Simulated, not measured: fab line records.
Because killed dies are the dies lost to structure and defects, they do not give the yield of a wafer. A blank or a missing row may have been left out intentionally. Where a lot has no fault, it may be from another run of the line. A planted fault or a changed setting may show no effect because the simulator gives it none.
Which tool did it? :: flow nand-harc :: 21 wafers sampled from 7 lots at 1 step of a route of 1302

## WHAT EACH GAUGE READ, for each wafer
NHARC_A_SOURCE_PLATE_THK_MEAS_09: measures by ellipsometry.
lot: L450
measured: day 7 20:29
on: film-metro-01
thk-nm (nm): 10.2 12.0 8.7

lot: L453
measured: day 9 06:00
on: film-metro-01
thk-nm (nm): 8.9 10.9 9.7

lot: L455
measured: day 10 08:53
on: film-metro-01
thk-nm (nm): 8.8 8.9 8.7

lot: L457
measured: day 11 02:27
on: film-metro-02
thk-nm (nm): 10.4 7.9 10.3

lot: L465
measured: day 14 00:55
on: film-metro-02
thk-nm (nm): 9.5 8.1 7.5

lot: L468
measured: day 15 07:42
on: film-metro-01
thk-nm (nm): 10.4 9.5 9.6

lot: L470
measured: day 16 16:37
on: film-metro-01
thk-nm (nm): 10.0 11.1 8.8

## WHAT TOOL EACH LOT RAN ON (gives the tool, then ch and the chambers of the sampled wafers, and finally the start)
Record: no process step prior to these readings.

## THE ANSWER, worked out from the rows above alone
Rule: the usual values come from the lots themselves. Put in order of their means at a reading, lots are off if they are a third of the lots or fewer, leave a main group of 4 or more, and stand apart from it by a gap of 3 or more times the standard deviation of the main group's means; of several such gaps the widest counts. A main group is skipped when, at the precision printed for the reading in the tables above, its means are all equal. Also off: a lot with no number at a reading for which 4 or more lots have one. All remaining lots with rows at the step are treated as sound.
Nothing can be told from this: no lot is off at any reading shown.

## WHAT WAS PUT IN BY THE SIMULATOR
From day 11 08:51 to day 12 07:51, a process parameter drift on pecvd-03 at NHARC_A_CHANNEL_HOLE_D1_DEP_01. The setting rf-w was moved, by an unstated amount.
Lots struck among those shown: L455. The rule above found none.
